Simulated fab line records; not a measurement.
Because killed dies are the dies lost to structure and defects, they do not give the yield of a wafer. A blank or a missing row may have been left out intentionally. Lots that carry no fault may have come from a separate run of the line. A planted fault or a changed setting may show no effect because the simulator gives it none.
Matching of chambers -- flow n5-finfet -- N5_BEOL_M9_CMP_52 on cmp-04 has 4 sister chambers
The step polishes, stops on SiCOH lowk, t overpolish 7 s, target thk 140 nm. 4 wafers are shown with their chamber, then 10 later ones without.

== EACH WAFER AND ITS CHAMBER ==
wafer,chamber,motor-current-A (A)
L084.3,3,6.1
L084.6,0,6.0
L086.5,2,6.4
L090.5,1,6.4

== WAFERS WITHOUT THEIR CHAMBER ==
wafer,motor-current-A (A)
L090.6,6.4
L093.3,6.4
L093.5,5.8
L093.6,6.7
L094.1,6.7
L094.3,6.0
L094.5,6.0
L095.3,6.4
L095.4,5.7
L095.5,6.4

== WHICH CHAMBER EACH ONE RAN IN ==
wafer,from the rows above,in truth
L090.6,can't be placed: 1 or 2 or 3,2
L093.3,can't be placed: 1 or 2 or 3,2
L093.5,can't be placed: 0 or 3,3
L093.6,can't be placed: 1 or 2 or 3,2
L094.1,can't be placed: 1 or 2 or 3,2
L094.3,can't be placed: 0 or 3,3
L094.5,can't be placed: 0 or 3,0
L095.3,can't be placed: 1 or 2 or 3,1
L095.4,can't be placed: 0 or 3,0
L095.5,can't be placed: 1 or 2 or 3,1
Correct placement for 0 of the 10. Unplaceable from these rows: 10, with the true chamber sitting among the candidates in 10. Wrongly placed: 0.
How it was worked out, from the rows above alone: a wafer's distance from a chamber is the root of the sum, over the readings, of the square of ((its reading less the chamber's mean) divided by the reading's scatter). The wafer belongs to the nearest chamber; if the next one is less than 2 further off, it can't be placed. A chamber's mean is the mean of its shown wafers. The scatter: with one shown wafer a chamber, the root of the mean of the squares of how far each hidden wafer lies from its nearest shown one.
